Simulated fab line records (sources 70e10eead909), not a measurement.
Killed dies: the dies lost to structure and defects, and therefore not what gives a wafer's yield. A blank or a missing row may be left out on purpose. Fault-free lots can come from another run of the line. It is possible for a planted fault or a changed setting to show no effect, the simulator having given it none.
Shared-tool check :: flow nandHarc :: Sample size 13 lots and 39 wafers

## WHY IT WAS OPENED
Flagged at NHARC_P_GATE_CD_MEAS_26: reading cdNm, on 2 of 13 lots. No-fault wafers: 119.8 nm, standard deviation 0.6.
Rule: a lot is flagged when every wafer of it that has a number lies more than 4 standard deviations from that mean, or none has a number. The rest of the lots are taken to be sound.

lot: L109
measured: day 4 19:35
on: cdSem-01
cdNm (nm), wafer by wafer: 119.7 120.4 120.2
flag: 

lot: L110
measured: day 4 19:44
on: cdSem-02
cdNm (nm), wafer by wafer: 119.7 120.3 120.4
flag: 

lot: L111
measured: day 5 02:24
on: cdSem-01
cdNm (nm), wafer by wafer: 120.4 119.6 120.4
flag: 

lot: L112
measured: day 5 10:31
on: cdSem-03
cdNm (nm), wafer by wafer: 119.7 119.9 119.2
flag: 

lot: L113
measured: day 5 10:43
on: cdSem-03
cdNm (nm), wafer by wafer: 120.3 120.1 119.7
flag: 

lot: L114
measured: day 6 03:05
on: cdSem-02
cdNm (nm), wafer by wafer: 120.3 119.6 120.1
flag: 

lot: L115
measured: day 6 06:55
on: cdSem-03
cdNm (nm), wafer by wafer: 118.9 119.7 119.7
flag: 

lot: L119
measured: day 7 07:01
on: cdSem-01
cdNm (nm), wafer by wafer: 124.3 123.9 124.3
flag: FLAGGED

lot: L126
measured: day 8 19:05
on: cdSem-03
cdNm (nm), wafer by wafer: 123.7 124.1 124.8
flag: FLAGGED

lot: L129
measured: day 9 17:23
on: cdSem-02
cdNm (nm), wafer by wafer: 118.7 119.3 119.1
flag: 

lot: L130
measured: day 9 17:32
on: cdSem-02
cdNm (nm), wafer by wafer: 120.7 120.6 119.1
flag: 

lot: L131
measured: day 10 10:08
on: cdSem-01
cdNm (nm), wafer by wafer: 119.6 119.9 119.7
flag: 

lot: L132
measured: day 10 10:17
on: cdSem-02
cdNm (nm), wafer by wafer: 118.9 118.7 119.5
flag: 
Average over the flagged lots: 124.2 nm; offset from the usual +4.4 nm, equal to +7 standard deviations.

## LOT BY LOT: THE TOOL USED
Before the reading, the record contains 2 process steps out of a 1159-step route. Every cell lists first the tool, next ch and the chambers used by the sampled wafers, and last the start.
lot: L109
flag: 
NHARC_P_GATE_DEP_103: pecvd-03 ch 1,2, day 4 19:02
NHARC_P_GATE_PEB_24: lithoTrack-06 ch 0, day 4 19:31

lot: L110
flag: 
NHARC_P_GATE_DEP_103: pecvd-04 ch 1,2, day 4 19:04
NHARC_P_GATE_PEB_24: lithoTrack-04 ch 0, day 4 19:40

lot: L111
flag: 
NHARC_P_GATE_DEP_103: pecvd-01 ch 0,1,2, day 5 01:53
NHARC_P_GATE_PEB_24: lithoTrack-06 ch 0, day 5 02:19

lot: L112
flag: 
NHARC_P_GATE_DEP_103: pecvd-04 ch 0,2, day 5 09:52
NHARC_P_GATE_PEB_24: lithoTrack-06 ch 0, day 5 10:26

lot: L113
flag: 
NHARC_P_GATE_DEP_103: pecvd-01 ch 0,1,2, day 5 10:01
NHARC_P_GATE_PEB_24: lithoTrack-04 ch 0, day 5 10:38

lot: L114
flag: 
NHARC_P_GATE_DEP_103: pecvd-04 ch 0,1,2, day 6 02:32
NHARC_P_GATE_PEB_24: lithoTrack-04 ch 0, day 6 03:01

lot: L115
flag: 
NHARC_P_GATE_DEP_103: pecvd-01 ch 1,2, day 6 06:14
NHARC_P_GATE_PEB_24: lithoTrack-06 ch 0, day 6 06:50

lot: L119
flag: FLAGGED
NHARC_P_GATE_DEP_103: pecvd-03 ch 0,1, day 7 06:20
NHARC_P_GATE_PEB_24: lithoTrack-01 ch 0, day 7 06:56

lot: L126
flag: FLAGGED
NHARC_P_GATE_DEP_103: pecvd-03 ch 0,1, day 8 18:26
NHARC_P_GATE_PEB_24: lithoTrack-01 ch 0, day 8 19:01

lot: L129
flag: 
NHARC_P_GATE_DEP_103: pecvd-01 ch 0,1, day 9 16:42
NHARC_P_GATE_PEB_24: lithoTrack-06 ch 0, day 9 17:18

lot: L130
flag: 
NHARC_P_GATE_DEP_103: pecvd-03 ch 1,2, day 9 16:47
NHARC_P_GATE_PEB_24: lithoTrack-04 ch 0, day 9 17:27

lot: L131
flag: 
NHARC_P_GATE_DEP_103: pecvd-03 ch 0,1, day 10 09:29
NHARC_P_GATE_PEB_24: lithoTrack-06 ch 0, day 10 10:03

lot: L132
flag: 
NHARC_P_GATE_DEP_103: pecvd-04 ch 0,1, day 10 09:31
NHARC_P_GATE_PEB_24: lithoTrack-04 ch 0, day 10 10:13
What is done by these steps:
- NHARC_P_GATE_DEP_103: deposits SiON, target thk 30 nm.
- NHARC_P_GATE_PEB_24: peb time 65 s.
- NHARC_P_GATE_CD_MEAS_26: target cd 120 nm.

## FLAGGED OVER TOTAL, TOOL BY TOOL (the gauges that took the reading come last)
step: NHARC_P_GATE_DEP_103
tool: pecvd-01
lots run: 4
flagged: 0
share of the flagged lots: none
sound lots run after its first flagged lot: -

step: NHARC_P_GATE_DEP_103
tool: pecvd-03
lots run: 5
flagged: 2
share of the flagged lots: all
sound lots run after its first flagged lot: 2 (L130,L131)

step: NHARC_P_GATE_DEP_103
tool: pecvd-04
lots run: 4
flagged: 0
share of the flagged lots: none
sound lots run after its first flagged lot: -

step: NHARC_P_GATE_PEB_24
tool: lithoTrack-01
lots run: 2
flagged: 2
share of the flagged lots: all
sound lots run after its first flagged lot: 0

step: NHARC_P_GATE_PEB_24
tool: lithoTrack-04
lots run: 5
flagged: 0
share of the flagged lots: none
sound lots run after its first flagged lot: -

step: NHARC_P_GATE_PEB_24
tool: lithoTrack-06
lots run: 6
flagged: 0
share of the flagged lots: none
sound lots run after its first flagged lot: -

step: NHARC_P_GATE_CD_MEAS_26
tool: cdSem-01
lots run: 4
flagged: 1
share of the flagged lots: some
sound lots run after its first flagged lot: 1 (L131)

step: NHARC_P_GATE_CD_MEAS_26
tool: cdSem-02
lots run: 5
flagged: 0
share of the flagged lots: none
sound lots run after its first flagged lot: -

step: NHARC_P_GATE_CD_MEAS_26
tool: cdSem-03
lots run: 4
flagged: 1
share of the flagged lots: some
sound lots run after its first flagged lot: 0

## WHAT THE TABLE ALLOWS
Rows of the table that ran all the flagged lots, 2 in number: pecvd-03 at NHARC_P_GATE_DEP_103; lithoTrack-01 at NHARC_P_GATE_PEB_24.
- pecvd-03 at NHARC_P_GATE_DEP_103: 2 of its 5 lots flagged. Sound lots ran on it after the first flagged one (L130, L131), which a lasting fault on the whole tool wouldn't allow.
- lithoTrack-01 at NHARC_P_GATE_PEB_24: 2 of its 2 lots flagged. With no sound lot run before its first flagged lot in this sample, there is nothing to narrow down the start. Its own readings (heaterPowerTotalW) fall more than 4 standard deviations out on all wafers of the flagged lots.
One tool is left: lithoTrack-01 at NHARC_P_GATE_PEB_24.

## WHAT THE SIMULATOR HAD PUT IN
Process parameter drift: lithoTrack-01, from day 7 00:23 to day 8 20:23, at NHARC_P_GATE_PEB_24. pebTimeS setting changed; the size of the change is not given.
Struck lots among those shown: L119, L126. The rule above found the same.
